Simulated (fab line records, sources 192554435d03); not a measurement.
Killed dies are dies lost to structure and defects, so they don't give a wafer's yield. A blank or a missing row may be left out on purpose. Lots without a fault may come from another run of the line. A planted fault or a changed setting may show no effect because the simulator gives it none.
Chamber matching | flow n5_finfet | N5_BEOL_M4_ETCH_74 on rie_diel-01: 4 sister chambers
The step etches underlayer in N2/H2, target depth 6.5 nm, time 5.2 s. 4 wafers are shown with their chamber, then 8 later ones without.

WAFERS WITH THEIR CHAMBER
wafer  | chamber | drypump_motor_current_A (A)
L083.1 | 1       | 6.1
L083.4 | 2       | 5.6
L083.5 | 3       | 6.7
L085.2 | 0       | 5.9

WAFERS WITHOUT THEIR CHAMBER
wafer  | drypump_motor_current_A (A)
L085.3 | 5.6
L085.4 | 6.7
L087.1 | 6.2
L087.5 | 5.9
L087.6 | 6.7
L088.1 | 6.2
L088.2 | 5.9
L088.5 | 5.9

WHICH CHAMBER EACH WENT THROUGH
wafer  | from the rows above | in truth
L085.3 | 2                   | 2
L085.4 | 3                   | 3
L087.1 | 1                   | 1
L087.5 | 0                   | 0
L087.6 | 3                   | 3
L088.1 | 1                   | 1
L088.2 | 0                   | 0
L088.5 | 0                   | 0
Placed correctly: 8 of 8. Can't be placed from these rows: 0. Placed wrongly: 0.
How it was worked out, from the rows above alone: a wafer's distance from a chamber is the root of the sum, over the readings, of the square of ((its reading less the chamber's mean) divided by the reading's scatter). The wafer belongs to the nearest chamber; if the next one is less than 2 further off, it can't be placed. A chamber's mean is the mean of its shown wafers. The scatter: with one shown wafer a chamber, the root of the mean of the squares of how far each hidden wafer lies from its nearest shown one.
